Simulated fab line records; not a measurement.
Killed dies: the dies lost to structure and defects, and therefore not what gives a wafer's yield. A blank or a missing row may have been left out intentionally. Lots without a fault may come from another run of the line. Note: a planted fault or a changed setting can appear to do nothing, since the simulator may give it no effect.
fab line records ; flow n5Finfet
[record] lots = 7; wafers = 21
route steps=1938 shown ZERO_LAYER@6 FIN_SAQP@109 FIN_CUT@160 DUMMY_GATE@224 SD_EPI_N@288 SD_EPI_P@295
startH: hours from the record's opening day to when the first of the lot's shown wafers began ; waitH: how many hours have passed since the lot's step before this one ; " identical to the entry in the row above ; L1.1+2: a single row standing in for several wafers ; - no value, or no start given ; * or withheld: withheld ; < > ~ a bound
route shown NAME@n: NAME is a module with steps in the file, n the number in the route of the first one ; usual: mean/standard deviation taken from wafers without a fault ; same: alike in all rows ; chamber/n: place in a boat ; sites: readings site by site ; _std_site: standard deviation of those values ; _edge_site: mean of outer sites minus mean of inner sites ; radiusMm: how far each site lies from the wafer's centre ; mask NAME#n: copy n ; behind: tool/chamber where the wafer was last shaped ; hold: cause of the lot's hold/its duration in hours/its outcome ; device: the transistor (n, p or np) that didn't switch ; end of line: the tests these same wafers got at the end of their route ; a step with no rows: only its recipe ; killed: the dies lost at the first sort to structure and to defects; this is not the yield of the wafer ; map: shows each die of a wafer: x if killed, . if not, _ if none is there
set.NAME: the run value of the setting; set.NAME@STEP: its run value at that earlier step ; model.NAME: the simulator's own value behind a step, which no gauge read
lots whose settings were changed on purpose; a table a step, a row a wafer
[[steps]]
[step N5_ZERO_LAYER_COAT_05]
[recipe] spinRpm = 1500; resistThkNm = 1000
lot.wafer;tool;chamber;startH;waitH;set.spinRpm;model.coat_of_ZERO_LAYER_COAT_05.thkNm
L074.3;lithoTrack-02;0;-;-;1500;992.6
L074.5;lithoTrack-02;0;-;-;1500;992.7
L074.6;lithoTrack-02;0;-;-;1347;1051
L078.1;lithoTrack-02;0;-;-;1500;999.9
L078.2;lithoTrack-02;0;-;-;1500;998.8
L078.4;lithoTrack-02;0;-;-;1500;1000
L082.4;lithoTrack-02;0;-;-;1606;962.9
L082.5;lithoTrack-02;0;-;-;1606;968.2
L082.6;lithoTrack-02;0;-;-;1500;1000
L084.1;lithoTrack-04;0;-;-;1629;960
L084.4;lithoTrack-04;0;-;-;1500;1002
L084.6;lithoTrack-04;0;-;-;1629;959.2
L089.1;lithoTrack-01;0;-;-;1500;995.6
L089.4;lithoTrack-01;0;-;-;1500;995.1
L089.5;lithoTrack-01;0;-;-;1500;994.7
L092.2;lithoTrack-02;0;-;-;1500;998.9
L092.3;lithoTrack-02;0;-;-;1500;998.2
L092.6;lithoTrack-02;0;-;-;1394;1037
L097.1;lithoTrack-01;0;-;-;1500;997.4
L097.3;lithoTrack-01;0;-;-;1500;995.4
L097.6;lithoTrack-01;0;-;-;1500;994.1
[step N5_ZERO_LAYER_DEVELOP_10]
[recipe] developTimeS = 60; rinseLiquid = diw; dry = airSpin; devTempC = 21
lot.wafer;tool;chamber;startH;waitH;set.developTimeS
L074.3+6;lithoTrack-02;0;-;-;60
L074.5;lithoTrack-02;0;-;-;72.23
L078.1;lithoTrack-01;0;-;-;60
L078.2+4;lithoTrack-01;0;-;-;73.09
L082.4+5+6;lithoTrack-04;0;-;-;60
L084.1;lithoTrack-02;0;-;-;60
L084.4+6;lithoTrack-02;0;-;-;53.54
L089.1+4+5;lithoTrack-01;0;-;-;60
L092.2+6;lithoTrack-04;0;-;-;60
L092.3;lithoTrack-04;0;-;-;64.85
L097.1+3;lithoTrack-02;0;-;-;64.56
L097.6;lithoTrack-02;0;-;-;60
[step N5_ZERO_LAYER_HARDBAKE_23]
[recipe] tempC = 130; timeS = 120
[step N5_ZERO_LAYER_ETCH_17]
[recipe] chemistry = CF4; target = SiO2; targetDepthA = 120; timeS = 13.3; ionEnergyEv = 350; pressureMtorr = 40; sourceW = 450; biasW = 215; Ar_flow_sccm = 100; cf4FlowSccm = 100
[step N5_ZERO_LAYER_ETCH_18]
[recipe] chemistry = HBr/Cl2; target = Si; targetDepthA = 1200; timeS = 40; pressureMtorr = 10; icpW = 800; biasW = 75; HBr_flow_sccm = 150; Cl2_flow_sccm = 80
[step N5_ZERO_LAYER_STRIP_24]
[recipe] chemistry = O2; powerW = 1000; tempC = 250; overashFraction = 0.3; pressureMtorr = 1000; o2FlowSccm = 6750
[usual] stripTimeToEndpointS = 43.79/0.093
lot.wafer;tool;chamber;startH;waitH;set.spinRpm@ZERO_LAYER_COAT_05;stripTimeToEndpointS
L074.3;plasmaAsher-02;0;13.00;0.1;1500;43.63
L074.5;plasmaAsher-02;1;13.00;0.1;1500;43.59
L074.6;plasmaAsher-02;0;13.00;0.1;1347;45.35
L078.1;plasmaAsher-01;0;36.92;0.1;1500;43.85
L078.2;plasmaAsher-01;1;36.92;0.1;1500;43.80
L078.4;plasmaAsher-01;0;36.92;0.1;1500;43.84
L082.4;plasmaAsher-02;1;61.30;0.3;1606;42.72
L082.5;plasmaAsher-02;0;61.30;0.3;1606;42.88
L082.6;plasmaAsher-02;1;61.30;0.3;1500;43.84
L084.1;plasmaAsher-02;0;73.52;0.1;1629;42.68
L084.4;plasmaAsher-02;0;73.52;0.1;1500;43.89
L084.6;plasmaAsher-02;0;73.52;0.1;1629;42.62
L089.1;plasmaAsher-01;1;103.21;0.1;1500;43.70
L089.4;plasmaAsher-01;0;103.21;0.1;1500;43.72
L089.5;plasmaAsher-01;1;103.21;0.1;1500;43.71
L092.2;plasmaAsher-02;1;120.89;0.1;1500;43.78
L092.3;plasmaAsher-02;0;120.89;0.1;1500;43.82
L092.6;plasmaAsher-02;0;120.89;0.1;1394;44.94
L097.1;plasmaAsher-01;0;151.71;0.3;1500;43.75
L097.3;plasmaAsher-01;0;151.71;0.3;1500;43.75
L097.6;plasmaAsher-01;1;151.71;0.3;1500;43.65
[step N5_FIN_SAQP_PEB_14]
[recipe] pebTempC = withheld; pebTimeS = 60; resist = CAR-ArF
lot.wafer;tool;chamber;startH;waitH;set.pebTimeS
L074.3;lithoTrack-05;0;22.39;0.0;60
L074.5+6;lithoTrack-05;0;22.39;0.0;47.17
L078.1;lithoTrack-01;0;48.52;0.1;67
L078.2+4;lithoTrack-01;0;48.52;0.1;60
L082.4+5;lithoTrack-04;0;70.42;0.0;60
L082.6;lithoTrack-04;0;70.42;0.0;67.85
L084.1;lithoTrack-04;0;83.06;0.1;67.45
L084.4+6;lithoTrack-04;0;83.06;0.1;60
L089.1+4+5;lithoTrack-01;0;111.56;0.1;60
L092.2+6;lithoTrack-01;0;131.04;0.0;51.59
L092.3;lithoTrack-01;0;131.04;0.0;60
L097.1+6;lithoTrack-05;0;160.67;0.1;53.47
L097.3;lithoTrack-05;0;160.67;0.1;60
[step N5_FIN_SAQP_DEVELOP_15]
[recipe] developTimeS = 30; developer = TMAH; resist = CAR-ArF; devTempC = 23; rinseLiquid = diw; dry = airSpin
[step N5_FIN_SAQP_CD_MEAS_16]
[recipe] targetCdNm = 35.6; landingEnergyEv = 500; detector = seInlens
[usual] cdNm = 35.5/0.39
lot.wafer;tool;chamber;startH;waitH;set.pebTimeS@FIN_SAQP_PEB_14;cdNm
L074.3;cdSem-01;0;22.47;-;60;34.6
L074.5;cdSem-01;0;22.47;-;47.17;38.7
L074.6;cdSem-01;0;22.47;-;47.17;38.8
L078.1;cdSem-03;0;48.59;-;67;33.3
L078.2;cdSem-03;0;48.59;-;60;35.5
L078.4;cdSem-03;0;48.59;-;60;35.3
L082.4;cdSem-03;0;70.49;-;60;36.1
L082.5;cdSem-03;0;70.49;-;60;35.2
L082.6;cdSem-03;0;70.49;-;67.85;33.9
L084.1;cdSem-03;0;83.13;-;67.45;33.9
L084.4;cdSem-03;0;83.13;-;60;35.4
L084.6;cdSem-03;0;83.13;-;60;36.3
L089.1;cdSem-03;0;111.63;-;60;35.8
L089.4;cdSem-03;0;111.63;-;60;34.9
L089.5;cdSem-03;0;111.63;-;60;35.5
L092.2;cdSem-03;0;131.10;-;51.59;38.1
L092.3;cdSem-03;0;131.10;-;60;36.0
L092.6;cdSem-03;0;131.10;-;51.59;37.8
L097.1;cdSem-02;0;160.74;-;53.47;36.7
L097.3;cdSem-02;0;160.74;-;60;34.9
L097.6;cdSem-02;0;160.74;-;53.47;37.3
[step N5_FIN_CUT_EXPOSE_05]
[recipe] maskId = FIN_CUT; na = 0.33; sourceShape = annular; sigmaInner = 0.35; sigmaOuter = 0.8; polarization = unpolarized; doseMj = 45.75
lot.wafer;tool;chamber;startH;waitH;mask;set.doseMj
L074.3+5;euvScanner-02;0;27.58;-;FIN_CUT#0;45.75
L074.6;euvScanner-02;0;27.58;-;FIN_CUT#0;47.47
L078.1+2;euvScanner-01;0;53.06;-;FIN_CUT#0;45.75
L078.4;euvScanner-01;0;53.06;-;FIN_CUT#0;42.73
L082.4;euvScanner-01;0;77.28;-;FIN_CUT#0;48.88
L082.5+6;euvScanner-01;0;77.28;-;FIN_CUT#0;45.75
L084.1;euvScanner-02;0;87.85;-;FIN_CUT#0;45.75
L084.4+6;euvScanner-02;0;87.85;-;FIN_CUT#0;48.15
L089.1+4+5;euvScanner-02;0;116.11;-;FIN_CUT#0;45.75
L092.2+6;euvScanner-01;0;135.74;-;FIN_CUT#0;47.85
L092.3;euvScanner-01;0;135.74;-;FIN_CUT#0;45.75
L097.1+3+6;euvScanner-02;0;165.53;-;FIN_CUT#0;45.75
[step N5_FIN_CUT_PEB_06]
[recipe] pebTempC = 100; pebTimeS = 60; resist = CAR-EUV
[step N5_FIN_CUT_DEVELOP_07]
[recipe] developTimeS = 30; developer = TMAH; resist = CAR-EUV; rinseLiquid = surfactantRinse; dry = airSpin; devTempC = 23
[step N5_FIN_CUT_CD_MEAS_08]
[recipe] targetCdNm = 29.1; landingEnergyEv = 500; detector = seInlens; polarity = opening
[usual] cdNm = 29.09/0.22
lot.wafer;tool;chamber;startH;waitH;set.doseMj@FIN_CUT_EXPOSE_05;cdNm
L074.3;cdSem-03;0;27.70;-;45.75;29.05
L074.5;cdSem-03;0;27.70;-;45.75;28.95
L074.6;cdSem-03;0;27.70;-;47.47;29.80
L078.1;cdSem-03;0;53.19;-;45.75;28.81
L078.2;cdSem-03;0;53.19;-;45.75;29.31
L078.4;cdSem-03;0;53.19;-;42.73;27.43
L082.4;cdSem-01;0;77.40;-;48.88;30.24
L082.5;cdSem-01;0;77.40;-;45.75;29.10
L082.6;cdSem-01;0;77.40;-;45.75;29.40
L084.1;cdSem-01;0;87.99;-;45.75;29.51
L084.4;cdSem-01;0;87.99;-;48.15;30.23
L084.6;cdSem-01;0;87.99;-;48.15;30.19
L089.1;cdSem-01;0;116.24;-;45.75;29.11
L089.4;cdSem-01;0;116.24;-;45.75;28.94
L089.5;cdSem-01;0;116.24;-;45.75;28.90
L092.2;cdSem-01;0;135.87;-;47.85;29.77
L092.3;cdSem-01;0;135.87;-;45.75;29.01
L092.6;cdSem-01;0;135.87;-;47.85;29.96
L097.1;cdSem-03;0;165.67;-;45.75;29.32
L097.3;cdSem-03;0;165.67;-;45.75;28.64
L097.6;cdSem-03;0;165.67;-;45.75;29.14
[step N5_FIN_CUT_DESCUM_13]
[recipe] chemistry = O2; timeS = 7; sourcePowerW = 50; biasPowerW = 20; pressureMtorr = 20; rfFrequencyHz = 2.712e+07; tempC = 40; resist = CAR-EUV; o2FlowSccm = 225
[step N5_FIN_CUT_ETCH_30]
[recipe] chemistry = N2/H2; target = underlayer; targetDepthA = 130; maskMaterial = CAR-EUV; timeS = 10.4; ionEnergyEv = 200; pressureMtorr = 30; sourceW = 840; biasW = 150; n2FlowSccm = 200; h2FlowSccm = 200; ends = cleared
lot.wafer;tool;chamber;startH;waitH;set.doseMj@FIN_CUT_EXPOSE_05;model.FIN_CUT.cdOffsetNm
L074.3+5;rieDiel-02;0;27.95;0.0;45.75;0
L074.6;rieDiel-02;3;27.95;0.0;47.47;0.6
L078.1;rieDiel-02;2;53.35;0.0;45.75;0
L078.2;rieDiel-02;0;53.35;0.0;45.75;-0.2
L078.4;rieDiel-02;1;53.35;0.0;42.73;-1.2
L082.4;rieDiel-02;1;77.55;0.0;48.88;1.2
L082.5+6;rieDiel-02;3,2;77.55;0.0;45.75;0.2
L084.1;rieDiel-02;3;88.15;0.0;45.75;0.2
L084.4;rieDiel-02;2;88.15;0.0;48.15;1.4
L084.6;rieDiel-02;0;88.15;0.0;48.15;1.2
L089.1;rieDiel-02;1;116.40;0.0;45.75;-0.2
L089.4;rieDiel-02;3;116.40;0.0;45.75;0
L089.5;rieDiel-02;0;116.40;0.0;45.75;0.2
L092.2;rieDiel-02;1;136.03;0.0;47.85;1
L092.3;rieDiel-02;3;136.03;0.0;45.75;0.2
L092.6;rieDiel-02;1;136.03;0.0;47.85;0.8
L097.1;rieDiel-06;2;166.20;0.0;45.75;0
L097.3;rieDiel-06;0;166.20;0.0;45.75;-0.2
L097.6;rieDiel-06;3;166.20;0.0;45.75;0.2
[step N5_FIN_CUT_ETCH_20]
[recipe] chemistry = CF4; target = SiARC; targetDepthA = 260; maskMaterial = CAR-EUV; timeS = 43.3; ionEnergyEv = 80; pressureMtorr = 40; sourceW = 545; biasW = 36; Ar_flow_sccm = 100; cf4FlowSccm = 100; ends = cleared
lot.wafer;tool;chamber;startH;waitH;set.doseMj@FIN_CUT_EXPOSE_05;model.FIN_CUT.cdOffsetNm
L074.3;rieDiel-02;0;27.97;0.0;45.75;-0.2
L074.5;rieDiel-02;0;27.97;0.0;45.75;0
L074.6;rieDiel-02;3;27.97;0.0;47.47;0.8
L078.1+2;rieDiel-02;2,0;53.37;0.0;45.75;0
L078.4;rieDiel-02;1;53.37;0.0;42.73;-1.2
L082.4;rieDiel-02;1;77.57;0.0;48.88;1.2
L082.5+6;rieDiel-02;3,2;77.57;0.0;45.75;0.2
L084.1;rieDiel-02;3;88.17;0.0;45.75;0.4
L084.4;rieDiel-02;2;88.17;0.0;48.15;1.2
L084.6;rieDiel-02;0;88.17;0.0;48.15;1
L089.1;rieDiel-02;1;116.42;0.0;45.75;-0.2
L089.4;rieDiel-02;3;116.42;0.0;45.75;0.2
L089.5;rieDiel-02;0;116.42;0.0;45.75;0
L092.2+6;rieDiel-02;1;136.05;0.0;47.85;1
L092.3;rieDiel-02;3;136.05;0.0;45.75;0.4
L097.1+6;rieDiel-06;2,3;166.22;0.0;45.75;0.2
L097.3;rieDiel-06;0;166.22;0.0;45.75;0
[step N5_FIN_CUT_ETCH_21]
[recipe] chemistry = N2/H2; target = SOC; targetDepthA = 2190; overetchA = 438; maskMaterial = SiARC; tempC = 40; ionEnergyEv = 100; biasW = 61; timeS = 523.5; pressureMtorr = 30; sourceW = 850; n2FlowSccm = 200; h2FlowSccm = 200
lot.wafer;tool;chamber;startH;waitH;set.doseMj@FIN_CUT_EXPOSE_05;model.FIN_CUT.cdOffsetNm
L074.3+5;rieDiel-02;0;28.01;0.0;45.75;0
L074.6;rieDiel-02;3;28.01;0.0;47.47;0.8
L078.1+2;rieDiel-02;2,0;53.40;0.0;45.75;0
L078.4;rieDiel-02;1;53.40;0.0;42.73;-1
L082.4;rieDiel-02;1;77.61;0.0;48.88;1.2
L082.5;rieDiel-02;3;77.61;0.0;45.75;-0.4
L082.6;rieDiel-02;2;77.61;0.0;45.75;0
L084.1;rieDiel-02;3;88.21;0.0;45.75;0
L084.4;rieDiel-02;2;88.21;0.0;48.15;1.2
L084.6;rieDiel-02;0;88.21;0.0;48.15;1
L089.1+4;rieDiel-02;1,3;116.46;0.0;45.75;0
L089.5;rieDiel-02;0;116.46;0.0;45.75;-0.2
L092.2;rieDiel-02;1;136.08;0.0;47.85;0.8
L092.3;rieDiel-02;3;136.08;0.0;45.75;-0.2
L092.6;rieDiel-02;1;136.08;0.0;47.85;0.6
L097.1;rieDiel-06;2;166.26;0.0;45.75;0.4
L097.3;rieDiel-06;0;166.26;0.0;45.75;0.2
L097.6;rieDiel-06;3;166.26;0.0;45.75;-0.4
[step N5_FIN_CUT_STRIP_23]
[recipe] chemistry = N2/H2; tempC = 40; n2FlowSccm = 200; h2FlowSccm = 200; rfFrequencyHz = 6e+07
[step N5_FIN_CUT_STRIP_31]
[recipe] chemistry = N2/H2; tempC = 40; n2FlowSccm = 200; h2FlowSccm = 200; rfFrequencyHz = 6e+07
[step N5_FIN_CUT_STRIP_24]
[recipe] chemistry = CF4; resist = SiARC; powerW = 300; biasPowerW = 75; pressureMtorr = 50; cf4FlowSccm = 150; rfFrequencyHz = 6e+07
[step N5_FIN_CUT_CUT_ETCH_26]
[recipe] chemistry = CH3F/O2; target = SiNx; targetDepthA = 390; maskMaterial = SOC; timeS = 55.7; pressureMtorr = 30; sourceW = 395; biasW = 73; Ar_flow_sccm = 150; CH3F_flow_sccm = 30; O2_flow_sccm = 20; ionEnergyEv = 120
[step N5_FIN_CUT_CUT_ETCH_27]
[recipe] chemistry = CHF3/O2; target = SiO2; targetDepthA = 40; maskMaterial = SOC; overetchA = 20; timeS = 4.9; pressureMtorr = 30; sourceW = 650; biasW = 170; Ar_flow_sccm = 200; CHF3_flow_sccm = 50; O2_flow_sccm = 5; ionEnergyEv = 200
lot.wafer;tool;chamber;startH;waitH;set.doseMj@FIN_CUT_EXPOSE_05;model.FIN_CUT.cdOffsetNm
L074.3+5;rieDiel-02;0;28.40;0.0;45.75;0
L074.6;rieDiel-02;3;28.40;0.0;47.47;0.8
L078.1+2;rieDiel-02;2,0;53.79;0.0;45.75;0
L078.4;rieDiel-02;1;53.79;0.0;42.73;-1
L082.4;rieDiel-02;1;78.00;0.0;48.88;1.2
L082.5;rieDiel-02;3;78.00;0.0;45.75;-0.2
L082.6;rieDiel-02;2;78.00;0.0;45.75;0
L084.1;rieDiel-02;3;88.60;0.0;45.75;0
L084.4;rieDiel-02;2;88.60;0.0;48.15;1.2
L084.6;rieDiel-02;0;88.60;0.0;48.15;1
L089.1;rieDiel-02;1;116.85;0.0;45.75;0.2
L089.4;rieDiel-02;3;116.85;0.0;45.75;0
L089.5;rieDiel-02;0;116.85;0.0;45.75;-0.2
L092.2;rieDiel-02;1;136.47;0.0;47.85;0.8
L092.3;rieDiel-02;3;136.47;0.0;45.75;0
L092.6;rieDiel-02;1;136.47;0.0;47.85;0.6
L097.1;rieDiel-06;2;166.64;0.0;45.75;0.4
L097.3;rieDiel-06;0;166.64;0.0;45.75;0
L097.6;rieDiel-06;3;166.64;0.0;45.75;-0.2
[step N5_FIN_CUT_PRECLEAN_35]
[recipe] timeS = 13.3; tempC = 45; pressureTorr = 125; pHfTorr = 3; pCoreactantTorr = 25; chemistry = vHF
[step N5_FIN_CUT_CUT_ETCH_15]
[recipe] chemistry = HBr/Cl2/O2; target = Si; targetDepthA = 1000; btTimeS = 10; maskMaterial = SOC; timeS = 42.4; ionEnergyEv = *; biasW = *; pressureMtorr = 10; icpW = 800; HBr_flow_sccm = 150; Cl2_flow_sccm = 80; O2_flow_sccm = 12
lot.wafer;tool;chamber;startH;waitH;set.doseMj@FIN_CUT_EXPOSE_05;model.FIN_CUT.cdOffsetNm
L074.3+5;rieSi-05;0;28.55;0.0;45.75;-0.4
L074.6;rieSi-05;3;28.55;0.0;47.47;0.4
L078.1+2;rieSi-03;0,2;53.94;0.1;45.75;0.2
L078.4;rieSi-03;1;53.94;0.1;42.73;-0.8
L082.4;rieSi-03;3;78.15;0.0;48.88;1.8
L082.5;rieSi-03;1;78.15;0.0;45.75;0
L082.6;rieSi-03;2;78.15;0.0;45.75;0.2
L084.1;rieSi-03;3;88.75;0.1;45.75;-0.2
L084.4;rieSi-03;2;88.75;0.1;48.15;1
L084.6;rieSi-03;1;88.75;0.1;48.15;0.8
L089.1;rieSi-06;0;117.00;0.1;45.75;0.4
L089.4;rieSi-06;1;117.00;0.1;45.75;0.2
L089.5;rieSi-06;0;117.00;0.1;45.75;0
L092.2;rieSi-05;3;136.62;0.1;47.85;0.6
L092.3;rieSi-05;1;136.62;0.1;45.75;-0.4
L092.6;rieSi-05;1;136.62;0.1;47.85;0.4
L097.1;rieSi-05;2;166.79;0.1;45.75;0.6
L097.3;rieSi-05;1;166.79;0.1;45.75;0.4
L097.6;rieSi-05;3;166.79;0.1;45.75;0.2
[step N5_DUMMY_GATE_COAT_28]
[recipe] resist = underlayer; tempC = 205; timeS = 60; spinRpm = 1500; resistThkNm = 10
lot.wafer;tool;chamber;startH;waitH;set.spinRpm;model.underlayer_of_DUMMY_GATE_COAT_28.thkNm
L074.3+5;lithoTrack-02;0;-;-;1360;10.6
L074.6;lithoTrack-02;0;-;-;1500;10
L078.1+2;lithoTrack-04;0;-;-;1593;9.8
L078.4;lithoTrack-04;0;-;-;1500;10
L082.4;lithoTrack-01;0;-;-;1500;10
L082.5+6;lithoTrack-01;0;-;-;1663;9.6
L084.1+4;lithoTrack-01;0;-;-;1454;10.2
L084.6;lithoTrack-01;0;-;-;1500;10
L089.1+4+5;lithoTrack-01;0;-;-;1500;10
L092.2+3+6;lithoTrack-01;0;-;-;1500;10
L097.1;lithoTrack-02;0;-;-;1500;10
L097.3+6;lithoTrack-02;0;-;-;1641;9.6
[step N5_SD_EPI_N_EPI_21]
[recipe] material = Si:P; dopant = P; tempC = 680; pressureTorr = 255; timeS = 690
lot.wafer;tool;chamber;startH;waitH;set.epiGrowthTimeS;model.Si-P_of_SD_EPI_N_EPI_21.thkNm
L074.3;epiRpcvd-04;0;51.83;0.7;690;60.2
L074.5;epiRpcvd-04;0;51.83;0.7;690;60
L074.6;epiRpcvd-04;0;51.83;0.7;690;59.8
L078.1;epiRpcvd-04;0;75.99;0.2;620.2;54.6
L078.2;epiRpcvd-04;0;75.99;0.2;690;58.2
L078.4;epiRpcvd-04;0;75.99;0.2;620.2;55
L082.4;epiRpcvd-04;0;101.56;1.2;754.4;64.2
L082.5;epiRpcvd-04;0;101.56;1.2;690;59.4
L082.6;epiRpcvd-04;0;101.56;1.2;754.4;63
L084.1;epiRpcvd-01;0;112.82;0.2;690;60.4
L084.4;epiRpcvd-01;0;113.94;1.2;748;63.2
L084.6;epiRpcvd-01;0;113.94;1.2;690;60
L089.1;epiRpcvd-04;0;139.02;0.2;690;58.8
L089.4;epiRpcvd-04;0;140.14;1.2;690;58
L089.5;epiRpcvd-04;0;140.14;1.2;690;58.2
L092.2;epiRpcvd-01;0;159.38;0.4;653.8;56.6
L092.3+6;epiRpcvd-01;0;159.38;0.4;690;57.8
L097.1;epiRpcvd-04;0;189.00;0.1;690;57.6
L097.3;epiRpcvd-04;0;189.00;0.1;690;58
L097.6;epiRpcvd-04;0;189.00;0.1;690;58.4
[step N5_SD_EPI_P_COAT_34]
[recipe] resist = SOC; tempC = 250; timeS = 60; spinRpm = 1500; resistThkNm = 350
lot.wafer;tool;chamber;startH;waitH;set.spinRpm;model.SOC_of_SD_EPI_P_COAT_34.thkNm
L074.3;lithoTrack-03;0;53.57;0.0;1500;350
L074.5;lithoTrack-03;0;53.57;0.0;1500;351
L074.6;lithoTrack-03;0;53.57;0.0;1500;350.4
L078.1;lithoTrack-03;0;79.01;0.0;1416;360.8
L078.2;lithoTrack-03;0;79.01;0.0;1416;360
L078.4;lithoTrack-03;0;79.01;0.0;1500;349.8
L082.4;lithoTrack-02;0;103.33;0.0;1582;339
L082.5;lithoTrack-02;0;103.33;0.0;1500;348.2
L082.6;lithoTrack-02;0;103.33;0.0;1582;337.4
L084.1;lithoTrack-04;0;115.68;0.0;1580;342
L084.4;lithoTrack-04;0;115.68;0.0;1580;341.4
L084.6;lithoTrack-04;0;115.68;0.0;1500;350.2
L089.1;lithoTrack-02;0;141.90;0.0;1500;348.4
L089.4;lithoTrack-02;0;141.90;0.0;1500;347.6
L089.5;lithoTrack-02;0;141.90;0.0;1500;348.8
L092.2+6;lithoTrack-04;0;161.41;0.0;1500;350.6
L092.3;lithoTrack-04;0;161.41;0.0;1500;348.6
L097.1;lithoTrack-03;0;191.30;0.0;1500;349
L097.3;lithoTrack-03;0;191.30;0.0;1500;349.2
L097.6;lithoTrack-03;0;191.30;0.0;1444;356.2
[step N5_SD_EPI_P_COAT_35]
[recipe] resist = SiARC; tempC = 220; timeS = 60; spinRpm = 1500; resistThkNm = 35
[step N5_SD_EPI_P_COAT_03]
[recipe] resist = CAR-ArF-block; spinRpm = 1500; resistThkNm = 150
[step N5_SD_EPI_P_EPI_21]
[recipe] material = SiGe:B; dopant = B; tempC = 550; pressureTorr = 20; ambient = H2; timeS = 355
[step N5_SD_EPI_P_HM_STRIP_48]
[recipe] chemistry = H3PO4; tempC = 160; material = SiNx; target = SiNx; targetDepthA = 30; overetchFraction = 0.3
lot.wafer;tool;chamber;startH;waitH;set.epiGrowthTimeS@SD_EPI_N_EPI_21;model.Si-P_of_SD_EPI_N_EPI_21.thkNm
L074.3;wetBench-04;7;57.72;0.0;690;59.6
L074.5;wetBench-04;2;57.72;0.0;690;59.4
L074.6;wetBench-04;6;57.72;0.0;690;59
L078.1;wetBench-06;6;83.89;0.0;620.2;53.8
L078.2;wetBench-06;4;83.89;0.0;690;57.6
L078.4;wetBench-06;0;83.89;0.0;620.2;54.4
L082.4;wetBench-05;1;108.08;0.0;754.4;63.6
L082.5;wetBench-05;7;108.08;0.0;690;58.6
L082.6;wetBench-05;6;108.08;0.0;754.4;62.4
L084.1;wetBench-06;7;120.50;0.0;690;59.8
L084.4;wetBench-06;1;120.50;0.0;748;62.6
L084.6;wetBench-06;5;120.50;0.0;690;59.4
L089.1;wetBench-06;6;146.47;0.0;690;58
L089.4;wetBench-06;3;146.47;0.0;690;57.4
L089.5;wetBench-06;7;146.47;0.0;690;57.6
L092.2;wetBench-05;0;165.53;0.0;653.8;56
L092.3;wetBench-05;4;165.53;0.0;690;57
L092.6;wetBench-05;7;165.53;0.0;690;57.2
L097.1;wetBench-04;1;195.83;0.0;690;57
L097.3;wetBench-04;3;195.83;0.0;690;57.2
L097.6;wetBench-04;5;195.83;0.0;690;57.6
[[key]]
[split] step = N5_ZERO_LAYER_COAT_05; setting = spinRpm; stated = 1500; by = wafer
[response] step = N5_ZERO_LAYER_COAT_05; reading = model.coat_of_ZERO_LAYER_COAT_05.thkNm; change = -5.29; per = 1%; r = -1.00
[response] step = N5_ZERO_LAYER_STRIP_24; reading = stripTimeToEndpointS; change = *; per = 1%; r = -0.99
[split] step = N5_ZERO_LAYER_DEVELOP_10; setting = developTimeS; stated = 60; by = wafer
response none clear
[split] step = N5_FIN_SAQP_PEB_14; setting = pebTimeS; stated = 60; by = wafer
[response] step = N5_FIN_SAQP_CD_MEAS_16; reading = cdNm; change = -0.171; per = 1%; r = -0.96
[split] step = N5_FIN_CUT_EXPOSE_05; setting = doseMj; stated = 45.75; by = wafer
[response] step = N5_FIN_CUT_CD_MEAS_08; reading = cdNm; change = +0.184; per = 1%; r = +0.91
[response] step = N5_FIN_CUT_ETCH_30; reading = model.FIN_CUT.cdOffsetNm; change = +0.166; per = 1%; r = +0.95
[response] step = N5_FIN_CUT_ETCH_20; reading = model.FIN_CUT.cdOffsetNm; change = +0.16; per = 1%; r = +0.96
[response] step = N5_FIN_CUT_ETCH_21; reading = model.FIN_CUT.cdOffsetNm; change = +0.19; per = 1%; r = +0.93
[response] step = N5_FIN_CUT_CUT_ETCH_27; reading = model.FIN_CUT.cdOffsetNm; change = +0.18; per = 1%; r = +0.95
[response] step = N5_FIN_CUT_CUT_ETCH_15; reading = model.FIN_CUT.cdOffsetNm; change = +0.203; per = 1%; r = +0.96
[split] step = N5_DUMMY_GATE_COAT_28; setting = spinRpm; stated = 1500; by = wafer
[response] step = N5_DUMMY_GATE_COAT_28; reading = model.underlayer_of_DUMMY_GATE_COAT_28.thkNm; change = -0.0456; per = 1%; r = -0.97
[split] step = N5_SD_EPI_N_EPI_21; setting = epiGrowthTimeS; stated = 690; by = wafer
[response] step = N5_SD_EPI_N_EPI_21; reading = model.Si-P_of_SD_EPI_N_EPI_21.thkNm; change = +0.365; per = 1%; r = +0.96
[response] step = N5_SD_EPI_P_HM_STRIP_48; reading = model.Si-P_of_SD_EPI_N_EPI_21.thkNm; change = +0.374; per = 1%; r = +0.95
[split] step = N5_SD_EPI_P_COAT_34; setting = spinRpm; stated = 1500; by = wafer
[response] step = N5_SD_EPI_P_COAT_34; reading = model.SOC_of_SD_EPI_P_COAT_34.thkNm; change = -1.79; per = 1%; r = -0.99
